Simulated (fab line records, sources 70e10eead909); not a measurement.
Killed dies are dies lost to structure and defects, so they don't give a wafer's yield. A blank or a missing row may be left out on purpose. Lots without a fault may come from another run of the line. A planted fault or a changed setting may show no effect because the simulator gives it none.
A struck lot beside a sound one | flow nand_harc | 14 steps out of a route of 1302
Sound: wafers L982.2, L982.3, L982.4. Struck: wafer L992.6. The cause comes at the end.
At each step with rows: each side's tool, then ch and its chambers, then its first start. Under that, the readings that differ: sound wafers | struck wafers | difference of the means | sigmas: that difference in standard deviations of wafers without a fault.
alike: readings whose means differ by less than 2 such deviations, and words and numbers that are the same on both sides. not compared: withheld readings, readings that some wafer has no value for, bounds like >300 that may hide the same value, and numbers for which the record gives no deviation and whose values overlap.
The two part at a step that has a row with sigmas, a row that says differs or no value, or rows on one side only. Numbers that don't overlap but have no deviation are shown without sigmas and don't part them. A reading that every wafer of one side lacks parts them only if that side has two wafers or more.

NHARC_A_SGD_CUT_ETCH_15: etches the open film in CH3F/O2, target depth 75 nm, time 64.3 s.
  sound on rie_diel-10 ch 1,2,3; struck on rie_diel-01 ch 3
  alike: bias_w, drypump_motor_current_A, oes_product_au, rf_vpp_V, showerhead_plenum_p_Torr, throttle_valve_pct
  not compared: rf_hours_counter_h
NHARC_A_SGD_CUT_ETCH_16: etches the open film in C4F8/O2/Ar, target depth 310.5 nm, time 155.2 s.
  sound on rie_diel-10 ch 1,2,3; struck on rie_diel-01 ch 1
  alike: bias_w, oes_product_au, rf_vpp_V
  not compared: rf_hours_counter_h
then, 1 step without rows for these wafers: NHARC_A_SGD_CUT_STRIP_60 (strips in C4F8/O2/Ar).
NHARC_A_SGD_CUT_STRIP_17: strips in O2.
  sound on rie_diel-10 ch 0,2,3; struck on rie_diel-01 ch 3
  alike: drypump_motor_current_A, oes_product_au, rf_vpp_V, showerhead_plenum_p_Torr, throttle_valve_pct
  not compared: rf_hours_counter_h
then, 4 steps without rows for these wafers: NHARC_A_SGD_CUT_PRECLEAN_18 (cleans in SC1); NHARC_A_SGD_CUT_SRD_19; NHARC_A_SGD_CUT_DEP_20 (deposits SiO2, target thk 150 nm); NHARC_A_SGD_CUT_ANNEAL_27 (time 1800 s).
NHARC_A_SGD_CUT_CMP_21: polishes, target thk 148.19 nm.
  sound on cmp-02 ch 1,2,3, day 21 21:37; struck on cmp-02 ch 0, day 24 21:39
  alike: motor_current_A, slurry_filter_dp_kPa, time_to_endpoint_s
  not compared: pad_life_wafers
NHARC_A_SGD_CUT_THK_MEAS_22: measures by ellipsometry.
  sound on film_metro-02, day 21 21:53; struck on film_metro-01, day 24 21:49
  alike: thk_nm
then, 2 steps without rows for these wafers: NHARC_A_SGD_CUT_SRD_23; NHARC_A_SGD_CUT_ETCH_26 (etches SiO2 in dHF, target depth 45.8 nm).
NHARC_A_SGD_CUT_ETCHBACK_24: etches the open film in CH3F/O2, target depth 50 nm, time 92.857 s.
  sound on rie_diel-01 ch 0,2,3, day 21 22:07; struck on rie_diel-10 ch 2, day 24 22:05
  reading               | sound             | struck | difference | sigmas
  bias_w (W)            | 99.62 99.58 99.93 | 100.44 | +0.73      | +3
  oes_product_au (a.u.) | 1.02 1.01 1.00    | 0.82   | -0.19      | -5
  alike: drypump_motor_current_A, rf_vpp_V, showerhead_plenum_p_Torr, throttle_valve_pct
  not compared: rf_hours_counter_h
NHARC_A_SGD_CUT_STRIP_28: strips in O2, time 20 s.
  sound on rie_diel-01 ch 0,2,3; struck on rie_diel-10 ch 2
  reading                | sound                | struck | difference | sigmas
  throttle_valve_pct (%) | 17.035 17.050 17.031 | 17.011 | -0.028     | -3
  alike: drypump_motor_current_A, oes_product_au, rf_vpp_V, showerhead_plenum_p_Torr
  not compared: rf_hours_counter_h

WHERE THEY PART
First at NHARC_A_SGD_CUT_ETCHBACK_24; last, within this record, at NHARC_A_SGD_CUT_STRIP_28.

WHY: what the simulator had put in
Process parameter drift: rie_diel-10, from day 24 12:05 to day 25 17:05, at NHARC_A_SGD_CUT_ETCHBACK_24. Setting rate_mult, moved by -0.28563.
